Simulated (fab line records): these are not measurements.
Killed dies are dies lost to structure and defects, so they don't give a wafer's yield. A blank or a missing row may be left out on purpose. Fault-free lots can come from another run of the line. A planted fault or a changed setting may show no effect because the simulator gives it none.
Which tool did it?    flow n5 finfet    8 lots, 24 wafers sampled, at 5 steps of a route of 1938

## WHAT EACH GAUGE READ, for each wafer
N5_BEOL_M4_RC_MEAS_101.
lot   measured      on         DIBL_N (mV/V)
L371  day 8 13:56   prober-02  36.8 37.9 37.9
L380  day 11 00:38  prober-02  37.1 36.8 37.4
L381  day 11 02:07  prober-02  34.3 36.4 35.6
L382  day 11 06:49  prober-02  41.2 36.5 35.5
L387  day 12 11:42  prober-01  36.0 36.6 33.2
L388  day 13 06:37  prober-02  38.9 36.8 38.6
L390  day 13 08:35  prober-02  33.4 34.7 36.5
L391  day 14 02:40  prober-01  37.7 38.0 35.4

## WHAT TOOL EACH LOT RAN ON (gives the tool, then ch and the chambers of the sampled wafers, and finally the start)
lot   N5_MOL_CONTACT_COAG_ETCH_47        N5_MOL_CONTACT_COAG_ETCH_124        N5_MOL_CONTACT_COAG_ETCH_48         N5_MOL_CONTACT_COAG_CMP_52
L371  rie diel-01 ch 0,2,3, day 5 19:50  rie diel-06 ch 0,2, day 5 21:12     rie diel-06 ch 0,2, day 5 21:14     cmp-04 ch 0,1,2, day 5 22:01
L380  rie diel-02 ch 1,2,3, day 8 05:31  rie diel-06 ch 0,3, day 8 06:48     rie diel-06 ch 0,3, day 8 06:50     cmp-04 ch 0,2,3, day 8 07:40
L381  rie diel-02 ch 1,2,3, day 8 09:16  rie diel-02 ch 0,1,3, day 8 10:35   rie diel-02 ch 0,1,3, day 8 10:37   cmp-04 ch 1,2, day 8 11:23
L382  rie diel-01 ch 0,3, day 8 12:38    rie diel-06 ch 2,3, day 8 13:52     rie diel-06 ch 2,3, day 8 13:54     cmp-04 ch 1,3, day 8 14:41
L387  rie diel-01 ch 0,1,2, day 9 20:55  rie diel-02 ch 0,2,3, day 9 22:21   rie diel-02 ch 0,2,3, day 9 22:23   cmp-02 ch 0,2,3, day 9 23:08
L388  rie diel-01 ch 2,3, day 10 10:55   rie diel-01 ch 1,3, day 10 13:47    rie diel-01 ch 1,3, day 10 13:49    cmp-03 ch 0,1, day 10 14:33
L390  rie diel-01 ch 0,1, day 10 14:35   rie diel-02 ch 0,3, day 10 17:18    rie diel-02 ch 0,3, day 10 17:20    cmp-04 ch 0,2,3, day 10 18:05
L391  rie diel-06 ch 0,1, day 10 19:13   rie diel-02 ch 0,1,3, day 10 20:44  rie diel-02 ch 0,1,3, day 10 20:46  cmp-02 ch 0,1, day 10 21:31
- N5_MOL_CONTACT_COAG_ETCH_47: etches SiNx in CH3F/O2, stops on W, target depth 27 nm.
- N5_MOL_CONTACT_COAG_ETCH_124: etches SiNx in CH3F/O2, stops on SiOC, target depth 6.5 nm.
- N5_MOL_CONTACT_COAG_ETCH_48: etches SiOC in C4F6/O2, target depth 15 nm, overetch 4.5 nm, time 17 s.
- N5_MOL_CONTACT_COAG_CMP_52: polishes, stops on SiO2, t overpolish 1.5 s, target thk 66.5 nm.

## THE ANSWER, worked out from the rows above alone
Rule: the usual values come from the lots themselves. Put in order of their means at a reading, lots are off if they are a third of the lots or fewer, leave a main group of 4 or more, and stand apart from it by a gap of 3 or more times the standard deviation of the main group's means; of several such gaps the widest counts. Not used: any main group whose means are identical at the precision the tables above print for the reading. A lot without any number at a reading at which 4 lots or more have one is off too. All remaining lots with rows at the step are treated as sound.
No lot is off at any reading shown: from this, nothing can be told.

## WHAT THE SIMULATOR PUT IN
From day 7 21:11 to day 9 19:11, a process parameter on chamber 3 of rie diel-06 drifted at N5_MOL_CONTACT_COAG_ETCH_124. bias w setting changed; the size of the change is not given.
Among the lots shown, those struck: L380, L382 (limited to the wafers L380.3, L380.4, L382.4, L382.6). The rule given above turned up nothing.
